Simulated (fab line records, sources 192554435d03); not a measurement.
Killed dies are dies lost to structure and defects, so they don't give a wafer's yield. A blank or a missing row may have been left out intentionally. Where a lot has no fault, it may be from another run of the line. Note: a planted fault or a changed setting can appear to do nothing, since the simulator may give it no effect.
Split-lot trial	flow n5-finfet	21 wafers read across 7 lots, on a route 1938 steps long

THE SPLIT
At N5_BEOL_M9_DESCUM_16 (chemistry O2, time 7.9 s), the setting time-s was moved away from the recipe's 7.9 s on 11 of the 21 wafers read, by -18.5% to +20.0%. This setting was run at the recipe's value on the other wafers.

The reading comes from the split's own step.

THE READING
CAR-ArF_of_BEOL_M9_COAT_05.thk-nm (the simulator's own value, which no gauge read), in nm, at N5_BEOL_M9_DESCUM_16 (chemistry O2, time 7.9 s). The file does not state a usual value for it. Average 83.4 nm, standard deviation 0.2 nm, over the 10 wafers here run with the recipe.

wafer	tool, chamber at the split	time-s as run, s	against the recipe	CAR-ArF_of_BEOL_M9_COAT_05.thk-nm, nm	against lot-mates on the recipe
L074.1	rie-diel-05, 0	7.209	-8.7%	84.4	no lot-mate on the recipe
L074.3	rie-diel-05, 2,3	7.209	-8.7%	84.2	no lot-mate on the recipe
L074.5	rie-diel-05, 2,3	7.209	-8.7%	84.2	no lot-mate on the recipe
L076.1	rie-diel-05, 2	6.892	-12.8%	83.4	+0.2
L076.4	rie-diel-05, 3	7.9	recipe	83.2	-
L076.5	rie-diel-05, 2	6.892	-12.8%	83.8	+0.6
L077.1	rie-diel-06, 2	7.9	recipe	83.4	-
L077.4	rie-diel-06, 2,0	9.264	+17.3%	82.4	-1.0
L077.5	rie-diel-06, 2,0	9.264	+17.3%	82.4	-1.0
L080.1	rie-diel-06, 0	7.9	recipe	83	-
L080.2	rie-diel-06, 2,1	7.9	recipe	83.2	-
L080.6	rie-diel-06, 2,1	7.9	recipe	83.2	-
L082.1	rie-diel-02, 2	7.9	recipe	83.4	-
L082.4	rie-diel-02, 2	7.9	recipe	83.4	-
L082.6	rie-diel-02, 0	7.9	recipe	83.6	-
L083.4	rie-diel-05, 0,2	6.437	-18.5%	84	no lot-mate on the recipe
L083.6	rie-diel-05, 0,2	6.437	-18.5%	84	no lot-mate on the recipe
L083.5	rie-diel-05, 1	6.437	-18.5%	84.2	no lot-mate on the recipe
L086.3	rie-diel-02, 1,2	7.9	recipe	83.6	-
L086.4	rie-diel-02, 1,2	7.9	recipe	83.6	-
L086.5	rie-diel-02, 1	9.481	+20.0%	83	-0.6
Rows listing several chambers each stand for several wafers; the file does not say which wafer went through which chamber.

FIT RESULTS
A straight line over all 21 wafers: CAR-ArF_of_BEOL_M9_COAT_05.thk-nm changes by -0.0416 nm for each +1% of time-s; r = -0.83; the points scatter about the line by 0.32 nm.
The same after taking each lot's own level away (the mean of its wafers on the recipe; 15 wafers): -0.0421 nm for each +1%; r = -0.93; scatter 0.17 nm.
Per that fit: largest time-s move, reading shift of 0.84 nm.
The lots' own levels span 83.13 to 83.60 nm, that is 2.4 times the standard deviation above.
So the lot-to-lot level changes the slope little: the two slopes agree.
Check: for one of the wafers moved furthest among these (+20.0%), held out of the fit, the line's prediction against its lot-mates is -1.02 nm. Against them it came out at -0.6 nm.

THESE WAFERS: OTHER SPLITS
Note: prior to the reading, these wafers also went through further splits. Each is held against what the fit with the lots' levels taken away leaves over:
other split on the same wafers	wafers away from the commonest value	r with CAR-ArF_of_BEOL_M9_COAT_05.thk-nm (lot level and that fit taken away)
N5_BEOL_M6_COAT_59 spin-rpm	7	+0.27
N5_BEOL_M7_ETCH_61 source-w	7	+0.42
N5_BEOL_M7_COAT_22 spin-rpm	8	-0.09
N5_BEOL_M8_ETCH_62 time-s	7	-0.56
N5_BEOL_M8_COAT_22 spin-rpm	5	-0.03

THE FILE'S OWN FIT
CAR-ArF_of_BEOL_M9_COAT_05.thk-nm changes by -0.0399 nm for each +1% of time-s, r = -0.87.
